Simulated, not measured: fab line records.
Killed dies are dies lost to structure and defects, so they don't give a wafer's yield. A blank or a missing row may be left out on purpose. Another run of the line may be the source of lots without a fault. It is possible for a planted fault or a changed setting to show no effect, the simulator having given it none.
fab line records	flow nand_harc
record lots=13	wafers=39	last_day=33
route steps=1302 shown P_ZERO_WELL@14 END@1302
lots with no fault: from the same line, run without faults
start_h: hours from the record's opening day to when the first of the lot's shown wafers began	wait_h: time in hours since the lot's previous step	" same as the row above	L1.1+2: one row covering several wafers at once	- no value, or no start was given	* or withheld: withheld	< > ~ a bound
route shown NAME@n: a module of which the file shows steps, and the number in the route of the first	usual: average and standard deviation across the fault-free wafers	same: alike in all rows	chamber/n: place in a boat	sites: per-site readings	_std_site: the values' standard deviation	_edge_site: outer sites' mean less inner sites'	radius_mm: how far each site lies from the wafer's centre	mask NAME#n: copy n	behind: the tool/chamber that last shaped the wafer	hold: the reason the lot was held/the length of the hold in hours/how it ended	device: the transistor (n, p or np) that didn't switch	end of line: tests of these same wafers at the route's end	a step with no rows: only its recipe	killed: the dies lost at the first sort to structure and to defects; this is not the yield of the wafer	map: dies across one wafer; x = killed, . = not, _ = none there
set.NAME: the run value of the setting; set.NAME@STEP: its run value at that earlier step	model.NAME: the simulator's own value behind a step, which no gauge read
the route's steps for a sample of lots (tables are steps, rows are wafers)
services: a tool's chamber out of use, with start hour (start_h, from the record's first day; less than 0 if before it), hours out, and reason
## steps
# step NHARC_P_ZERO_WELL_CD_MEAS_11
# recipe target_cd_nm=500	landing_energy_ev=500
# usual cd_nm=499.4/1.8
lot.wafer	tool	chamber	start_h	wait_h	cd_nm
L880.2	cd_sem-02	0	21.25	-	502.0
L880.5	"	0	"	"	501.1
L880.6	"	0	"	"	504.3
L881.1	cd_sem-01	0	31.11	-	497.6
L881.3	"	0	"	"	499.3
L881.5	"	0	"	"	499.7
L882.2	cd_sem-01	0	41.11	-	500.1
L882.4	"	0	"	"	498.0
L882.5	"	0	"	"	500.0
L883.2	cd_sem-02	0	51.12	-	497.0
L883.3	"	0	"	"	498.3
L883.6	"	0	"	"	498.2
L887.1	cd_sem-03	0	91.23	-	497.5
L887.4	"	0	"	"	496.5
L887.6	"	0	"	"	498.5
L889.1	cd_sem-03	0	111.23	-	496.4
L889.2	"	0	"	"	498.0
L889.3	"	0	"	"	497.1
L894.1	cd_sem-03	0	161.24	-	500.6
L894.4	"	0	"	"	501.7
L894.5	"	0	"	"	498.9
L895.2	cd_sem-01	0	171.35	-	496.8
L895.3	"	0	"	"	497.7
L895.5	"	0	"	"	500.0
L896.2	cd_sem-03	0	181.25	-	497.9
L896.3	"	0	"	"	500.6
L896.6	"	0	"	"	498.1
L899.1	cd_sem-02	0	211.12	-	499.2
L899.2	"	0	"	"	499.4
L899.4	"	0	"	"	499.5
L901.2	cd_sem-01	0	231.24	-	499.6
L901.3	"	0	"	"	495.3
L901.6	"	0	"	"	498.2
L902.2	cd_sem-02	0	241.24	-	500.7
L902.3	"	0	"	"	499.4
L902.5	"	0	"	"	499.7
L903.3	cd_sem-02	0	251.26	-	499.6
L903.5	"	0	"	"	498.3
L903.6	"	0	"	"	500.1
# step NHARC_P_ZERO_WELL_DESCUM_26
# recipe time_s=3	o2_flow_sccm=200	ar_flow_sccm=0	bias_power_w=0	chemistry=O2
# usual chamber_pressure_mTorr=60.00/0.056	drypump_motor_current_A=5.5/0.65	oes_product_au=1.002/0.011	rf_vpp_V=57.7/0.82	showerhead_plenum_p_Torr=1.89/0.067	throttle_valve_pct=11.311/0.0084
lot.wafer	tool	chamber	start_h	wait_h	chamber_pressure_mTorr	drypump_motor_current_A	oes_product_au	rf_hours_counter_h	rf_vpp_V	showerhead_plenum_p_Torr	throttle_valve_pct
L880.2	rie_diel-06	0	22.67	-	59.95	5.7	1.016	19	58.8	2.03	11.303
L880.5	"	0	"	"	60.06	5.6	1.024	-	57.8	2.03	11.301
L880.6	"	1	"	"	59.99	5.5	1.005	-	58.2	2.00	11.318
L881.3	rie_diel-05	1	32.79	-	59.98	4.8	1.005	57	57.3	1.86	11.316
L881.1	"	2	"	"	60.01	6.3	0.997	47	58.2	1.88	11.309
L881.5	"	0	"	"	60.03	5.3	0.991	-	57.7	1.92	11.319
L882.2	rie_diel-01	3	42.61	-	60.00	4.9	0.984	2	57.4	1.85	11.332
L882.4	"	1	"	"	60.04	6.7	1.013	2	58.9	1.98	11.307
L882.5	"	0	"	"	60.01	5.5	0.996	-	58.8	1.95	11.315
L883.3	rie_diel-06	2	52.62	-	60.02	5.0	1.013	35	57.0	1.92	11.321
L883.2	"	0	"	"	59.96	5.6	1.026	31	58.6	2.03	11.309
L883.6	"	2	"	"	59.99	5.0	1.018	-	56.6	1.92	11.304
L887.1	rie_diel-01	0	92.75	-	59.94	5.5	1.001	14	57.3	1.95	11.308
L887.4	"	3	"	"	60.00	4.9	1.001	14	58.3	1.85	11.314
L887.6	"	0	"	"	59.98	5.5	1.003	-	57.4	1.94	11.316
L889.1	rie_diel-05	1	112.76	-	60.00	4.8	1.001	17	57.7	1.86	11.300
L889.3	"	3	"	"	60.01	4.9	0.990	18	57.6	1.79	11.320
L889.2	"	0	"	"	59.94	5.3	1.000	17	55.8	1.91	11.298
L894.4	rie_diel-05	0	162.75	-	60.01	5.3	0.997	32	57.6	1.90	11.314
L894.1	"	1	"	"	59.92	4.8	1.011	31	58.1	1.85	11.313
L894.5	"	1	"	"	60.05	4.8	1.018	-	58.4	1.85	11.316
L895.2	rie_diel-01	3	172.80	-	60.05	4.9	0.986	40	56.5	1.84	11.302
L895.3	"	0	"	"	59.99	5.5	0.987	41	57.5	1.94	11.321
L895.5	"	2	"	"	60.07	5.7	0.984	-	56.4	1.93	11.309
L896.2	rie_diel-05	1	182.92	-	60.03	4.8	1.004	39	57.6	1.85	11.298
L896.3	"	0	"	"	60.03	5.3	1.002	40	58.1	1.90	11.304
L896.6	"	2	"	"	60.10	6.3	0.990	-	57.6	1.87	11.312
L899.4	rie_diel-05	2	212.80	-	60.07	6.3	0.999	50	58.4	1.86	11.324
L899.2	"	3	"	"	59.96	4.9	0.982	50	58.5	1.78	11.323
L899.1	"	1	"	"	59.99	4.8	1.014	50	56.2	1.85	11.313
L901.2	rie_diel-06	3	234.66	-	60.07	6.5	1.007	37	58.5	1.79	11.301
L901.3	"	0	"	"	60.06	5.6	1.005	34	58.1	2.01	11.311
L901.6	"	2	"	"	59.93	5.0	1.030	-	56.9	1.90	11.315
L902.3	rie_diel-05	2	242.83	-	59.93	6.3	0.993	1	57.4	1.86	11.311
L902.2	"	0	"	"	59.99	5.3	1.000	1	57.8	1.90	11.293
L902.5	"	2	"	"	59.92	6.3	0.990	-	57.9	1.86	11.320
L903.3	rie_diel-01	2	252.78	-	60.00	5.7	1.007	14	58.2	1.92	11.309
L903.5	"	0	"	"	60.06	5.5	0.996	-	57.4	1.93	11.320
L903.6	"	1	"	"	60.02	6.7	1.018	-	59.1	1.95	11.297
# step NHARC_P_ZERO_WELL_CD_MEAS_37
# recipe target_cd_nm=720	landing_energy_ev=500
# usual cd_nm=718.9/1.7
lot.wafer	tool	chamber	start_h	wait_h	cd_nm
L880.2	cd_sem-01	0	24.03	-	719.2
L880.5	"	0	"	"	717.5
L880.6	"	0	"	"	721.7
L881.1	cd_sem-03	0	34.24	-	717.0
L881.3	"	0	"	"	721.5
L881.5	"	0	"	"	719.4
L882.2	cd_sem-01	0	44.09	-	719.7
L882.4	"	0	"	"	720.3
L882.5	"	0	"	"	718.9
L883.2	cd_sem-03	0	54.10	-	720.3
L883.3	"	0	"	"	716.7
L883.6	"	0	"	"	719.2
L887.1	cd_sem-03	0	98.16	-	720.6
L887.4	"	0	"	"	720.1
L887.6	"	0	"	"	719.8
L889.1	cd_sem-03	0	114.23	-	719.8
L889.2	"	0	"	"	716.5
L889.3	"	0	"	"	720.3
L894.1	cd_sem-01	0	164.22	-	719.6
L894.4	"	0	"	"	717.5
L894.5	"	0	"	"	719.3
L895.2	cd_sem-03	0	174.26	-	718.4
L895.3	"	0	"	"	720.4
L895.5	"	0	"	"	719.6
L896.2	cd_sem-03	0	184.33	-	716.1
L896.3	"	0	"	"	717.6
L896.6	"	0	"	"	719.3
L899.1	cd_sem-02	0	214.16	-	720.4
L899.2	"	0	"	"	719.5
L899.4	"	0	"	"	717.9
L901.2	cd_sem-01	0	236.01	-	719.0
L901.3	"	0	"	"	717.0
L901.6	"	0	"	"	718.9
L902.2	cd_sem-01	0	244.31	-	718.6
L902.3	"	0	"	"	721.2
L902.5	"	0	"	"	722.7
L903.3	cd_sem-02	0	254.23	-	716.1
L903.5	"	0	"	"	717.5
L903.6	"	0	"	"	719.7
# step NHARC_P_ZERO_WELL_PRECLEAN_68
# recipe time_s=60	temp_c=50	bath_age_min=0	chemistry=SC1
lot.wafer	tool	chamber	start_h	wait_h
L880.6+5+2	wet_bench-03	6,7,1	26.41	-
L881.1+5+3	wet_bench-05	0,1,4	36.77	-
L882.2+5+4	wet_bench-01	4,5,6	46.50	-
L883.6+3+2	wet_bench-01	4,5,0	56.36	-
L887.6+4+1	wet_bench-03	3,5,6	100.45	-
L889.1+3+2	wet_bench-03	6,0,3	116.49	-
L894.5+4+1	wet_bench-05	5,0,1	166.62	-
L895.3+2+5	wet_bench-05	1,4,5	176.57	-
L896.2+6+3	wet_bench-05	4,6,7	186.73	-
L899.1+2+4	wet_bench-05	4,5,7	216.42	-
L901.6+3+2	wet_bench-01	7,2,3	238.47	-
L902.3+5+2	wet_bench-01	0,2,4	246.58	-
L903.6+3+5	wet_bench-01	0,1,3	256.48	-
# step NHARC_P_ZERO_WELL_INSPECT_43
# usual raw_defect_count=13/5.4
lot.wafer	tool	chamber	start_h	wait_h	raw_defect_count
L880.2	defect_inspect-01	-	27.48	0.5	21
L880.5	"	-	"	"	7
L880.6	"	-	"	"	9
L881.1	defect_inspect-01	-	37.83	0.6	22
L881.3	"	-	"	"	9
L881.5	"	-	"	"	13
L882.2	defect_inspect-01	-	47.54	0.5	30
L882.4	"	-	"	"	22
L882.5	"	-	"	"	24
L883.2	defect_inspect-02	-	57.42	0.5	12
L883.3	"	-	"	"	8
L883.6	"	-	"	"	7
L887.1	defect_inspect-02	-	101.51	0.6	601
L887.4	"	-	"	"	639
L887.6	"	-	"	"	586
L889.1	defect_inspect-02	-	117.56	0.6	597
L889.2	"	-	"	"	656
L889.3	"	-	"	"	657
L894.1	defect_inspect-02	-	167.68	0.6	16
L894.4	"	-	"	"	18
L894.5	"	-	"	"	13
L895.2	defect_inspect-01	-	177.63	0.5	13
L895.3	"	-	"	"	11
L895.5	"	-	"	"	14
L896.2	defect_inspect-01	-	187.78	0.5	13
L896.3	"	-	"	"	11
L896.6	"	-	"	"	11
L899.1	defect_inspect-01	-	217.50	0.6	14
L899.2	"	-	"	"	18
L899.4	"	-	"	"	5
L901.2	defect_inspect-02	-	239.52	0.5	21
L901.3	"	-	"	"	14
L901.6	"	-	"	"	19
L902.2	defect_inspect-01	-	247.64	0.5	15
L902.3	"	-	"	"	17
L902.5	"	-	"	"	16
L903.3	defect_inspect-02	-	257.55	0.4	7
L903.5	"	-	"	"	17
L903.6	"	-	"	"	12
# step NHARC_END_SORT_01
# recipe temp_c=25
# usual killed_at_array=53/19	killed_at_other=0.7/1.1	killed_at_periphery=4.2/2.7	killed_dies=58/18	killed_open=3.1/1.9	killed_short=2.5/1.6
# same gross_dies=677
lot.wafer	tool	chamber	start_h	wait_h	killed_at_array	killed_at_other	killed_at_periphery	killed_dies	killed_open	killed_short
L882.2	prober-02	0	580.11	2.8	82	2	3	87	1	4
L882.4	prober-02	0	581.72	3.4	80	0	0	80	1	1
L882.5	prober-02	0	582.52	3.7	84	1	4	89	1	1
L883.2	prober-01	0	587.83	2.8	22	1	9	32	3	1
L883.3	prober-01	0	588.63	3.1	27	0	10	37	1	5
L883.6	prober-01	0	591.03	4.0	23	1	6	30	8	2
L887.1	prober-01	0	636.34	2.5	68	0	80	148	3	3
L887.4	prober-01	0	638.72	3.4	69	0	83	152	1	5
L887.6	prober-01	0	640.30	4.0	77	0	85	162	1	4
L889.1	prober-01	0	651.94	2.5	52	0	86	138	3	4
L889.2	prober-01	0	652.75	2.8	54	0	86	140	1	1
L889.3	prober-01	0	653.56	3.1	55	0	63	118	1	2
L896.2	prober-01	0	709.06	2.8	60	3	7	70	3	1
L896.3	prober-01	0	709.85	3.1	52	1	5	58	1	0
L896.6	prober-01	0	712.24	4.0	59	1	7	67	5	1
L902.2	prober-01	0	779.79	2.8	57	1	4	62	0	4
L902.3	prober-01	0	780.57	3.1	40	4	4	48	1	1
L902.5	prober-01	0	782.14	3.6	40	3	3	46	6	1
# killed by level:class
L882.2 A_CHANNEL_HOLE_D2:chamber_film_flake=27 A_SLIT:chamber_film_flake=26 A_CHANNEL_HOLE_D1:chamber_film_flake=21 A_STAIRCASE:chamber_film_flake=3 STARTING-WAFER:geometric_particle:short=2 A_CONTACT:chamber_film_flake=2 A_CHANNEL_FILL_D1:geometric_particle:short=1 A_CHANNEL_HOLE_D2:geometric_particle:short=1
L882.4 A_CHANNEL_HOLE_D1:chamber_film_flake=26 A_SLIT:chamber_film_flake=24 A_CHANNEL_HOLE_D2:chamber_film_flake=22 A_CONTACT:chamber_film_flake=3 A_WL_FILL:chamber_film_flake=2 A_WL_FILL:geometric_particle:short=1 A_CONTACT:geometric_particle:open=1 A_STAIRCASE:chamber_film_flake=1
L882.5 A_SLIT:chamber_film_flake=28 A_CHANNEL_HOLE_D2:chamber_film_flake=27 A_CHANNEL_HOLE_D1:chamber_film_flake=21 A_STAIRCASE:chamber_film_flake=5 P_BONDPAD:chamber_film_flake=2 P_M0:geometric_particle:open=1 A_ONON_D1:geometric_particle:short=1 P_ZERO_WELL:chamber_film_flake=1
L883.2 P_GATE:chamber_film_flake=7 A_CHANNEL_HOLE_D2:chamber_film_flake=6 A_CONTACT:chamber_film_flake=5 A_CHANNEL_HOLE_D1:chamber_film_flake=3 A_STAIRCASE:chamber_film_flake=2 A_WL_FILL:chamber_film_flake=2 A_ONON_D1:geometric_particle:short=1 A_WL_FILL:geometric_particle:open=1
L883.3 A_CHANNEL_HOLE_D2:chamber_film_flake=10 P_GATE:chamber_film_flake=9 A_CHANNEL_HOLE_D1:chamber_film_flake=4 A_STAIRCASE:chamber_film_flake=3 A_CHANNEL_HOLE_D2:geometric_particle:short=2 A_ONON_D2:geometric_particle:open=1 A_CHANNEL_FILL_D2:geometric_particle:short=1 A_STAIRCASE:geometric_particle:short=1
L883.6 A_CHANNEL_HOLE_D2:chamber_film_flake=8 P_GATE:chamber_film_flake=4 A_CONTACT:chamber_film_flake=4 A_DECK1_JOINT:geometric_particle:open=2 A_CONTACT:geometric_particle:open=2 A_CHANNEL_HOLE_D1:chamber_film_flake=2 P_M0:geometric_particle:open=1 A_DECK1_JOINT:geometric_particle:short=1
L887.1 P_ZERO_WELL:unspecified=78 A_SLIT:chamber_film_flake=33 A_CHANNEL_HOLE_D2:chamber_film_flake=16 A_CONTACT:chamber_film_flake=7 A_CHANNEL_HOLE_D1:chamber_film_flake=2 A_STAIRCASE:chamber_film_flake=2 A_ONON_D1:geometric_particle:open=1 A_CHANNEL_FILL_D1:geometric_particle:short=1
L887.4 P_ZERO_WELL:unspecified=77 A_SLIT:chamber_film_flake=36 A_CHANNEL_HOLE_D2:chamber_film_flake=20 A_CONTACT:chamber_film_flake=4 A_ONON_D2:geometric_particle:short=3 P_BONDPAD:chamber_film_flake=3 A_CHANNEL_FILL_D1:chamber_film_flake=3 P_CONTACT:geometric_particle:open=1
L887.6 P_ZERO_WELL:unspecified=84 A_CHANNEL_HOLE_D2:chamber_film_flake=31 A_SLIT:chamber_film_flake=25 A_CHANNEL_HOLE_D1:chamber_film_flake=9 A_CONTACT:chamber_film_flake=3 A_CHANNEL_FILL_D1:geometric_particle:short=2 A_CHANNEL_FILL_D1:chamber_film_flake=2 A_STAIRCASE:chamber_film_flake=2
L889.1 P_ZERO_WELL:unspecified=82 A_SLIT:chamber_film_flake=23 A_CHANNEL_HOLE_D2:chamber_film_flake=16 A_CHANNEL_HOLE_D1:chamber_film_flake=7 P_CONTACT:chamber_film_flake=3 A_ONON_D1:geometric_particle:open=2 P_CONTACT:geometric_particle:short=1 A_SOURCE_PLATE:geometric_particle:short=1
L889.2 P_ZERO_WELL:unspecified=83 A_SLIT:chamber_film_flake=37 A_CHANNEL_HOLE_D2:chamber_film_flake=7 A_CHANNEL_HOLE_D1:chamber_film_flake=4 P_GATE:chamber_film_flake=2 A_WL_FILL:chamber_film_flake=2 A_ONON_D1:geometric_particle:open=1 A_ONON_D1:geometric_particle:short=1
L889.3 P_ZERO_WELL:unspecified=59 A_SLIT:chamber_film_flake=38 A_CHANNEL_HOLE_D2:chamber_film_flake=9 P_GATE:chamber_film_flake=3 A_CHANNEL_HOLE_D1:chamber_film_flake=2 A_CONTACT:chamber_film_flake=2 P_CONTACT:geometric_particle:open=1 A_CHANNEL_FILL_D2:geometric_particle:short=1
L896.2 A_SLIT:chamber_film_flake=36 A_CHANNEL_HOLE_D1:chamber_film_flake=9 A_CONTACT:chamber_film_flake=5 P_STI:chamber_film_flake=3 A_DECK1_JOINT:chamber_film_flake=3 P_M1:chamber_film_flake=2 A_STAIRCASE:chamber_film_flake=2 THIN_TSV:chamber_film_flake=2
L896.3 A_SLIT:chamber_film_flake=33 A_CHANNEL_HOLE_D1:chamber_film_flake=12 P_M1:chamber_film_flake=4 A_DECK1_JOINT:chamber_film_flake=3 A_CONTACT:chamber_film_flake=3 P_CONTACT:geometric_particle:open=1 A_CHANNEL_FILL_D2:chamber_film_flake=1 THIN_TSV:chamber_film_flake=1
L896.6 A_SLIT:chamber_film_flake=38 A_CHANNEL_HOLE_D1:chamber_film_flake=7 A_CONTACT:chamber_film_flake=7 A_STAIRCASE:chamber_film_flake=2 P_STI:chamber_film_flake=2 P_M1:chamber_film_flake=2 P_GATE:geometric_particle:open=1 A_ONON_D1:geometric_particle:short=1
L902.2 A_CHANNEL_HOLE_D2:chamber_film_flake=31 A_SLIT:chamber_film_flake=13 A_CONTACT:chamber_film_flake=4 A_STAIRCASE:chamber_film_flake=3 P_ZERO_WELL:chamber_film_flake=2 P_GATE:chamber_film_flake=2 A_DECK1_JOINT:geometric_particle:short=1 A_SGD_CUT:geometric_particle:short=1
L902.3 A_CHANNEL_HOLE_D2:chamber_film_flake=26 A_STAIRCASE:chamber_film_flake=5 A_SLIT:chamber_film_flake=5 A_CONTACT:chamber_film_flake=3 THIN_TSV:chamber_film_flake=3 P_ZERO_WELL:chamber_film_flake=2 A_DECK1_JOINT:geometric_particle:short=1 THIN_TSV:geometric_particle:open=1
L902.5 A_CHANNEL_HOLE_D2:chamber_film_flake=23 A_SLIT:chamber_film_flake=4 P_GATE:chamber_film_flake=3 THIN_TSV:chamber_film_flake=3 A_M0:geometric_particle:open=2 A_CONTACT:chamber_film_flake=2 A_CHANNEL_HOLE_D1:geometric_particle:open=1 A_DECK1_JOINT:geometric_particle:open=1
## services
tool	chamber	start_h	hours	kind
rie_diel-05	2	0.17	20.8	repair
rie_diel-05	1	7.63	3.0	repair
rie_diel-05	3	9.23	15.1	repair
rie_diel-05	0	10.07	-	clean
wet_bench-03	-	18.73	4.1	repair
wet_bench-05	-	22.98	4.1	repair
rie_diel-01	-	27.26	9.0	pm
wet_bench-03	-	34.41	8.0	pm
rie_diel-05	0	36.18	-	clean
rie_diel-05	1	36.18	-	clean
rie_diel-05	2	36.18	-	clean
rie_diel-06	0	40.20	6.9	repair
rie_diel-05	-	52.63	9.0	pm
rie_diel-06	0	66.69	34.7	repair
wet_bench-05	-	84.80	8.0	pm
wet_bench-01	-	101.60	8.0	pm
rie_diel-06	-	130.25	9.0	pm
rie_diel-01	2	136.15	1.5	repair
wet_bench-01	-	154.73	3.2	repair
rie_diel-01	-	204.26	9.0	pm
wet_bench-03	-	210.41	8.0	pm
rie_diel-01	2	228.94	4.3	repair
rie_diel-05	-	229.63	9.0	pm
rie_diel-01	1	240.79	5.2	repair
## key
first_sign step=NHARC_P_ZERO_WELL_INSPECT_43	reading=raw_defect_count	direction=up	sigmas=99+	usual=13	struck=623
effect step=NHARC_END_SORT_01	reading=killed_at_periphery	direction=up	sigmas=28	usual=4.2	struck=80.5
more_kills_born_at NHARC_P_ZERO_WELL_PRECLEAN_68@wet_bench-03=463
met_at NHARC_P_ZERO_WELL_PRECLEAN_68
struck_lots L887,L889
tester_left_out L887,L889
not_acting_at NHARC_P_ZERO_WELL_CD_MEAS_11,NHARC_P_ZERO_WELL_DESCUM_26,NHARC_P_ZERO_WELL_CD_MEAS_37
onset_between 26.41 100.45
fault kind=chamber_particle_source	tool=wet_bench-03	chamber=-	onset_h=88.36	steps=NHARC_P_ZERO_WELL_PRECLEAN_68	rate_per_visit_cm2=0.96422	end_h=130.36
# tester_left_out: of these lots the tester's yield and bins aren't shown, on N5 and GAA mostly nor the transistor test; their killed dies are dies lost to structure and defects alone, not to doping, threshold or leakage, so they don't give the yield
